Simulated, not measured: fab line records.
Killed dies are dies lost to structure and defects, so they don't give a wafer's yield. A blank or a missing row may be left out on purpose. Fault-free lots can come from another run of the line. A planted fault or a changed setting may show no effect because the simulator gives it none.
Matching of chambers || flow n5_finfet || N5_DUMMY_REMOVAL_STRIP_10 on rie_diel-05 has 4 sister chambers
The step strips in N2/H2, time 40 s. 8 wafers are shown with their chamber, then 12 later ones without.

## EACH WAFER AND ITS CHAMBER
{"wafer": "L085.5", "chamber": 1, "drypump_motor_current_A (A)": 5.8, "showerhead_plenum_p_Torr (Torr)": 3.47}
{"wafer": "L086.4", "chamber": 1, "drypump_motor_current_A (A)": 5.9, "showerhead_plenum_p_Torr (Torr)": 3.47}
{"wafer": "L087.1", "chamber": 2, "drypump_motor_current_A (A)": 5.1, "showerhead_plenum_p_Torr (Torr)": 3.58}
{"wafer": "L087.4", "chamber": 3, "drypump_motor_current_A (A)": 5.2, "showerhead_plenum_p_Torr (Torr)": 3.47}
{"wafer": "L087.5", "chamber": 0, "drypump_motor_current_A (A)": 6.0, "showerhead_plenum_p_Torr (Torr)": 3.44}
{"wafer": "L089.3", "chamber": 2, "drypump_motor_current_A (A)": 5.1, "showerhead_plenum_p_Torr (Torr)": 3.58}
{"wafer": "L089.4", "chamber": 0, "drypump_motor_current_A (A)": 6.1, "showerhead_plenum_p_Torr (Torr)": 3.44}
{"wafer": "L089.6", "chamber": 3, "drypump_motor_current_A (A)": 5.2, "showerhead_plenum_p_Torr (Torr)": 3.46}

## WAFERS MISSING THEIR CHAMBER
{"wafer": "L091.2", "drypump_motor_current_A (A)": 5.2, "showerhead_plenum_p_Torr (Torr)": 3.46}
{"wafer": "L091.3", "drypump_motor_current_A (A)": 5.1, "showerhead_plenum_p_Torr (Torr)": 3.58}
{"wafer": "L091.5", "drypump_motor_current_A (A)": 6.1, "showerhead_plenum_p_Torr (Torr)": 3.43}
{"wafer": "L093.1", "drypump_motor_current_A (A)": 5.2, "showerhead_plenum_p_Torr (Torr)": 3.46}
{"wafer": "L093.5", "drypump_motor_current_A (A)": 6.1, "showerhead_plenum_p_Torr (Torr)": 3.43}
{"wafer": "L093.6", "drypump_motor_current_A (A)": 5.8, "showerhead_plenum_p_Torr (Torr)": 3.46}
{"wafer": "L095.1", "drypump_motor_current_A (A)": 5.2, "showerhead_plenum_p_Torr (Torr)": 3.46}
{"wafer": "L095.3", "drypump_motor_current_A (A)": 5.9, "showerhead_plenum_p_Torr (Torr)": 3.46}
{"wafer": "L095.5", "drypump_motor_current_A (A)": 6.1, "showerhead_plenum_p_Torr (Torr)": 3.43}
{"wafer": "L097.2", "drypump_motor_current_A (A)": 5.8, "showerhead_plenum_p_Torr (Torr)": 3.46}
{"wafer": "L097.3", "drypump_motor_current_A (A)": 5.2, "showerhead_plenum_p_Torr (Torr)": 3.46}
{"wafer": "L097.4", "drypump_motor_current_A (A)": 6.1, "showerhead_plenum_p_Torr (Torr)": 3.43}

## CHAMBER TAKEN BY EACH
{"wafer": "L091.2", "from the rows above": 3, "in truth": 3}
{"wafer": "L091.3", "from the rows above": 2, "in truth": 2}
{"wafer": "L091.5", "from the rows above": 0, "in truth": 0}
{"wafer": "L093.1", "from the rows above": 3, "in truth": 3}
{"wafer": "L093.5", "from the rows above": 0, "in truth": 0}
{"wafer": "L093.6", "from the rows above": 1, "in truth": 1}
{"wafer": "L095.1", "from the rows above": 3, "in truth": 3}
{"wafer": "L095.3", "from the rows above": 1, "in truth": 1}
{"wafer": "L095.5", "from the rows above": 0, "in truth": 0}
{"wafer": "L097.2", "from the rows above": 1, "in truth": 1}
{"wafer": "L097.3", "from the rows above": 3, "in truth": 3}
{"wafer": "L097.4", "from the rows above": 0, "in truth": 0}
Correctly placed: 12 of 12. Not placeable from these rows: 0. Placed wrongly: 0.
How it was worked out, from the rows above alone: a wafer's distance from a chamber is the root of the sum, over the readings, of the square of ((its reading less the chamber's mean) divided by the reading's scatter). The wafer belongs to the nearest chamber; if the next one is less than 2 further off, it can't be placed. A chamber's mean is the mean of its shown wafers. The scatter: take each reading less its chamber's mean, square it, sum over the shown wafers, divide by the number of wafers less the number of chambers, and take the root.
